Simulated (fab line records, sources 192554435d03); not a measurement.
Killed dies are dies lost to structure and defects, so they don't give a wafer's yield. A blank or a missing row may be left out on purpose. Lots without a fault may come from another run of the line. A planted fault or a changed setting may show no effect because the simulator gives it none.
A struck lot beside a sound one | flow n5_finfet | 15 steps out of a route of 1938
Sound: wafers L794.1, L794.2, L794.3. Struck: wafers L797.2, L797.3, L797.5. The cause comes at the end.
At each step with rows: each side's tool, then ch and its chambers, then its first start. Under that, the readings that differ: sound wafers | struck wafers | difference of the means | sigmas: that difference in standard deviations of wafers without a fault.
alike: readings whose means differ by less than 2 such deviations, and words and numbers that are the same on both sides. not compared: withheld readings, readings that some wafer has no value for, bounds like >300 that may hide the same value, and numbers for which the record gives no deviation and whose values overlap.
The two part at a step that has a row with sigmas, a row that says differs or no value, or rows on one side only. Numbers that don't overlap but have no deviation are shown without sigmas and don't part them. A reading that every wafer of one side lacks parts them only if that side has two wafers or more.

first, 1 step without rows for these wafers: N5_MOL_CONTACT_COAG_DESCUM_13 (chemistry O2, time 7 s).
N5_MOL_CONTACT_COAG_ETCH_59: etches underlayer in N2/H2, target depth 13 nm, time 10.4 s.
  sound on rie_diel-06 ch 0,1,3, day 5 04:47; struck on rie_diel-05 ch 0,2,3, day 5 17:17
  alike: drypump_motor_current_A, etch_rf_on_time_s, h2_flow_sccm, oes_product_au, rf_fwd_power_W, rf_vpp_V, showerhead_plenum_p_Torr, throttle_valve_pct
  not compared: rf_hours_counter_h
then, 1 step without rows for these wafers: N5_MOL_CONTACT_COAG_ETCH_105 (etches SiARC in CF4, target depth 15.6 nm, time 26 s).
N5_MOL_CONTACT_COAG_ETCH_106: etches SOC in N2/H2, target depth 80 nm, overetch 16 nm, time 120 s.
  sound on rie_diel-06 ch 0,1,3, day 5 04:50; struck on rie_diel-05 ch 0,2,3, day 5 17:20
  alike: drypump_motor_current_A, h2_flow_sccm, oes_product_au, rf_fwd_power_W, rf_vpp_V, showerhead_plenum_p_Torr, throttle_valve_pct
  not compared: rf_hours_counter_h
then, 2 steps without rows for these wafers: N5_MOL_CONTACT_COAG_STRIP_107 (strips in N2/H2); N5_MOL_CONTACT_COAG_STRIP_108 (strips in N2/H2).
N5_MOL_CONTACT_COAG_CONTACT_ETCH_14: etches SiO2 in C4F6/O2, target depth 27.5 nm, overetch 8.5 nm, time 20 s.
  sound on rie_diel-06 ch 0,1,3, day 5 04:56; struck on rie_diel-05 ch 0,2,3, day 5 17:26
  alike: drypump_motor_current_A, oes_product_au, rf_fwd_power_W, rf_vpp_V, showerhead_plenum_p_Torr, throttle_valve_pct
  not compared: rf_hours_counter_h
then, 1 step without rows for these wafers: N5_MOL_CONTACT_COAG_STRIP_109 (strips in C4F6/O2).
N5_MOL_CONTACT_COAG_ETCH_15: etches SiNx in CH3F/O2, stops on Si:P, target depth 7 nm.
  sound on rie_diel-06 ch 0,1,3, day 5 04:58; struck on rie_diel-05 ch 0,2,3, day 5 17:28
  alike: drypump_motor_current_A, oes_product_au, rf_fwd_power_W, rf_vpp_V, showerhead_plenum_p_Torr, throttle_valve_pct
  not compared: rf_hours_counter_h
N5_MOL_CONTACT_COAG_ETCH_110: etches Si in CF4/O2, target depth 2.5 nm, time 8 s.
  sound on rie_diel-06 ch 0,1,3, day 5 05:02; struck on rie_diel-05 ch 0,2,3, day 5 17:32
  alike: drypump_motor_current_A, oes_product_au, rf_fwd_power_W, rf_vpp_V, showerhead_plenum_p_Torr, throttle_valve_pct
  not compared: rf_hours_counter_h
then, 1 step without rows for these wafers: N5_MOL_CONTACT_COAG_STRIP_98 (strips in N2/H2).
N5_MOL_CONTACT_COAG_CD_MEAS_99: target cd 17.2 nm.
  sound on cd_sem-01, day 5 05:08; struck on cd_sem-02, day 5 17:39
  alike: cd_nm
N5_MOL_CONTACT_COAG_IMPLANT_129:
  sound on implanter-02 ch 0, day 5 05:11; struck on implanter-02, day 5 17:43
  no value came back on the struck wafers for beam_energy_keV, beam_on_s (s), dose_ions_cm2; on the sound wafers beam_energy_keV reads 3.0012 2.9985 3.0010
then, 1 step without rows for these wafers: N5_MOL_CONTACT_COAG_PRECLEAN_111 (cleans in NF3:NH3, afs cycles 1, time 20 s, sublimation time 60 s).
-- the record jumps here: 7 days lie between the struck wafers' starts before and after (it left off in module MOL_CONTACT_COAG and takes up again in module PASSIVATION, whose first step shown is number 1936 of the route) --
N5_PASSIVATION_PROBE_49:
  the record has rows for the struck wafers here (prober-02, day 13 01:13) and none for the sound ones

WHERE THEY PART
First at N5_MOL_CONTACT_COAG_IMPLANT_129; last, within this record, at N5_PASSIVATION_PROBE_49.

WHY: what the simulator had put in
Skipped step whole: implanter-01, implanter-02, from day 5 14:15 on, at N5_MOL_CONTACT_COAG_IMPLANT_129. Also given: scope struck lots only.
